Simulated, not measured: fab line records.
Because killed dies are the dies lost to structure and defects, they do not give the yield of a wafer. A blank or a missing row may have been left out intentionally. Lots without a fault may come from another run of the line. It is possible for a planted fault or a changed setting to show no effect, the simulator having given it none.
Chamber matching + flow nand_harc + NHARC_P_M2_STRIP_18 on rie_diel-04: 4 sister chambers
The step strips in N2/H2. 33 wafers are shown with their chamber, then 12 later ones without.

## WAFERS, EACH WITH ITS CHAMBER
| wafer  | chamber | drypump_motor_current_A (A) | oes_product_au (a.u.) | rf_vpp_V (V) |
|--------|---------|-----------------------------|-----------------------|--------------|
| L075.1 | 3       | 6.0                         | 0.998                 | 88.9         |
| L075.4 | 3       | 6.0                         | 0.999                 | 90.0         |
| L075.6 | 0       | 6.3                         | 0.994                 | 90.2         |
| L078.2 | 3       | 6.0                         | 1.020                 | 91.3         |
| L078.4 | 0       | 6.3                         | 1.006                 | 89.5         |
| L078.6 | 3       | 6.0                         | 1.021                 | 91.2         |
| L076.1 | 1       | 5.6                         | 0.993                 | 90.7         |
| L076.4 | 3       | 6.0                         | 1.011                 | 91.4         |
| L076.6 | 3       | 6.0                         | 1.009                 | 90.1         |
| L079.3 | 0       | 6.3                         | 1.002                 | 89.8         |
| L079.4 | 3       | 6.0                         | 1.023                 | 90.3         |
| L079.5 | 3       | 6.0                         | 1.029                 | 90.3         |
| L081.1 | 2       | 5.5                         | 0.991                 | 89.1         |
| L081.4 | 0       | 6.3                         | 0.999                 | 89.0         |
| L081.5 | 1       | 5.6                         | 0.990                 | 90.6         |
| L083.3 | 1       | 5.6                         | 0.985                 | 90.8         |
| L083.4 | 2       | 5.5                         | 0.994                 | 88.8         |
| L083.5 | 3       | 6.0                         | 1.017                 | 91.1         |
| L085.2 | 0       | 6.3                         | 0.994                 | 90.9         |
| L085.4 | 3       | 6.0                         | 1.013                 | 90.7         |
| L085.6 | 0       | 6.3                         | 1.003                 | 89.6         |
| L084.1 | 2       | 5.4                         | 0.988                 | 90.8         |
| L084.4 | 1       | 5.6                         | 0.994                 | 90.1         |
| L084.5 | 2       | 5.4                         | 0.988                 | 88.8         |
| L087.2 | 2       | 5.5                         | 0.991                 | 89.7         |
| L087.5 | 1       | 5.6                         | 0.982                 | 90.3         |
| L087.6 | 0       | 6.3                         | 1.002                 | 91.3         |
| L089.1 | 2       | 5.5                         | 0.987                 | 89.1         |
| L089.4 | 1       | 5.6                         | 0.992                 | 90.9         |
| L089.5 | 3       | 6.0                         | 1.012                 | 90.5         |
| L090.1 | 1       | 5.6                         | 0.988                 | 91.1         |
| L090.2 | 3       | 5.9                         | 1.004                 | 90.1         |
| L090.5 | 3       | 6.0                         | 1.016                 | 91.6         |

SIGNATURES (averages over the wafers above)
| reading                 | chamber 0 | chamber 1 | chamber 2 | chamber 3 | scatter within a chamber |
|-------------------------|-----------|-----------|-----------|-----------|--------------------------|
| drypump_motor_current_A | 6.300     | 5.600     | 5.467     | 5.992     | 0.0279                   |
| oes_product_au          | 1.00000   | 0.98914   | 0.98983   | 1.01323   | 0.00668                  |
| rf_vpp_V                | 90.043    | 90.643    | 89.383    | 90.577    | 0.703                    |
Rule: a wafer lies at a distance from a chamber equal to the root of the sum of squares, over the readings, of (its reading less the chamber's mean, divided by the reading's scatter). If the next closest chamber is less than 2 further off than the closest, the wafer can't be placed; otherwise it belongs to the closest. The scatter is the square root of a quotient: the sum, over the shown wafers, of each reading's squared deviation from its chamber's mean, divided by wafers minus chambers.

## WAFERS WITH NO CHAMBER GIVEN
| wafer  | drypump_motor_current_A (A) | oes_product_au (a.u.) | rf_vpp_V (V) |
|--------|-----------------------------|-----------------------|--------------|
| L093.3 | 6.0                         | 1.019                 | 90.7         |
| L093.5 | 6.0                         | 1.012                 | 91.3         |
| L093.6 | 5.5                         | 0.988                 | 89.6         |
| L094.2 | 5.6                         | 0.983                 | 89.7         |
| L094.3 | 5.5                         | 0.989                 | 91.0         |
| L094.4 | 6.0                         | 0.998                 | 90.5         |
| L095.3 | 5.6                         | 1.003                 | 90.9         |
| L095.4 | 6.3                         | 1.003                 | 90.9         |
| L095.6 | 6.3                         | 1.003                 | 90.2         |
| L096.3 | 6.3                         | 1.002                 | 90.3         |
| L096.4 | 5.6                         | 0.988                 | 90.5         |
| L096.5 | 5.5                         | 0.982                 | 90.3         |

## WHICH CHAMBER EACH WENT THROUGH
| wafer  | from the rows above     | in truth |
|--------|-------------------------|----------|
| L093.3 | 3                       | 3        |
| L093.5 | 3                       | 3        |
| L093.6 | 2                       | 2        |
| L094.2 | 1                       | 1        |
| L094.3 | can't be placed: 2 or 1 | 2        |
| L094.4 | 3                       | 3        |
| L095.3 | 1                       | 1        |
| L095.4 | 0                       | 0        |
| L095.6 | 0                       | 0        |
| L096.3 | 0                       | 0        |
| L096.4 | 1                       | 1        |
| L096.5 | can't be placed: 2 or 1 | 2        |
Correctly placed: 10 of 12. Can't be placed from these rows: 2 (the true chamber is among the candidates in 2). Number placed wrongly: 0.
